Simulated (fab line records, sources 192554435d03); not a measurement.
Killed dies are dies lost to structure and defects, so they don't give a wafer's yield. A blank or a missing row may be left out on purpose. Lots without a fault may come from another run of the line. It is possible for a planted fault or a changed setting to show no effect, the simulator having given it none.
Lot-split experiment    flow n5 finfet    21 wafers read from 7 lots, route of 1938 steps

ABOUT THE SPLIT
At N5_BEOL_M8_ILD_DEP_00 (deposits SiCOH lowk from DEMS/porogen, target thk 179.75 nm, time 33.4 s), the setting time s was moved away from the recipe's 33.4 s on 6 of the 21 wafers read, by -12.5% to +14.0%. All remaining wafers had this setting at the recipe value.

FROM THE SPLIT TO THE READING: what the file shows between them, 1 step
- N5_BEOL_M8_CURE_74: cures SiCOH lowk, time 240 s

THE READING
M8_ILD_THK in nanometres, read at N5_BEOL_M8_THK_MEAS_01. Fault-free wafers of this fab line usually give 155.0 nm, standard deviation 1.8 nm.

wafer   tool, chamber at the split  time s as run, s  against the recipe  M8_ILD_THK, nm  against lot-mates on the recipe
L077.3  pecvd-01, 1                 33.4              recipe              158.9           -
L077.4  pecvd-01, 0                 33.4              recipe              157.3           -
L077.5  pecvd-01, 1                 33.4              recipe              158.9           -
L079.3  pecvd-04, 0                 33.4              recipe              156.6           -
L079.5  pecvd-04, 2                 33.4              recipe              156.2           -
L079.6  pecvd-04, 0                 33.4              recipe              157.8           -
L082.4  pecvd-01, 2                 33.4              recipe              155.6           -
L082.5  pecvd-01, 1                 33.4              recipe              156.9           -
L082.6  pecvd-01, 0                 33.4              recipe              155.7           -
L091.3  pecvd-01, 0                 29.21             -12.5%              132.8           -22.6
L091.4  pecvd-01, 1                 33.4              recipe              155.4           -
L091.5  pecvd-01, 2                 29.21             -12.5%              135.6           -19.8
L093.1  pecvd-02, 1                 33.4              recipe              153.3           -
L093.2  pecvd-02, 0                 36.22             +8.4%               163.3           +9.2
L093.4  pecvd-02, 2                 33.4              recipe              154.9           -
L095.2  pecvd-01, 2                 30.81             -7.8%               142.6           -12.2
L095.5  pecvd-01, 2                 33.4              recipe              154.8           -
L095.6  pecvd-01, 1                 30.81             -7.8%               144.1           -10.7
L094.2  pecvd-02, 2                 33.4              recipe              154.3           -
L094.4  pecvd-02, 1                 33.4              recipe              155.9           -
L094.6  pecvd-02, 0                 38.08             +14.0%              176.8           +21.7

FIT RESULTS
A straight line over all 21 wafers: M8_ILD_THK changes by +1.55 nm for each +1% of time s; r = +0.98; the points scatter about the line by 2.1 nm.
The same after taking each lot's own level away (the mean of its wafers on the recipe; 21 wafers): +1.55 nm for each +1%; r = +0.99; scatter 1.3 nm.
According to that fit, moving time s by its largest amount changes the reading by 22 nm.
The span of the lots' own levels, 154.10 to 158.37 nm, comes to 2.4 times the standard deviation stated above.
The two slopes agree, so the slope changes little with the lot-to-lot level.
Check: for one of the wafers moved furthest among these (+14.0%), held out of the fit, the line's prediction against its lot-mates is +21.1 nm. Against them it came out at +21.7 nm.

OTHER SPLITS ON THESE WAFERS
Note: prior to the reading, these wafers also went through further splits. Each is held against what the fit with the lots' levels taken away leaves over:
other split on the same wafers  wafers away from the commonest value  r with M8_ILD_THK (lot level and that fit taken away)
N5_BEOL_M7_EXPOSE_08 dose mj    7                                     -0.08
N5_BEOL_M7_DEP_56 time s        7                                     +0.09

THE WHOLE CHAIN: every reading that the file lists as answering this split, in the file's order
step                    what it does                                                              reading                                                                                   change (the file's fit)               r (the file's)
N5_BEOL_M8_ILD_DEP_00   deposits SiCOH lowk from DEMS/porogen, target thk 179.75 nm, time 33.4 s  SiCOH_lowk_of_BEOL_M8_ILD_DEP_00.thk nm (the simulator's own value, which no gauge read)  +1.74 nm for each +1% of the setting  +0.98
N5_BEOL_M8_CURE_74      cures SiCOH lowk, time 240 s                                              SiCOH_lowk_of_BEOL_M8_ILD_DEP_00.thk nm (the simulator's own value, which no gauge read)  +1.52 nm for each +1% of the setting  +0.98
N5_BEOL_M8_THK_MEAS_01                                                                            M8_ILD_THK                                                                                +1.52 for each +1% of the setting     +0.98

THE FILE'S OWN FIT
M8_ILD_THK changes by +1.52 nm for each +1% of time s, r = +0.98.
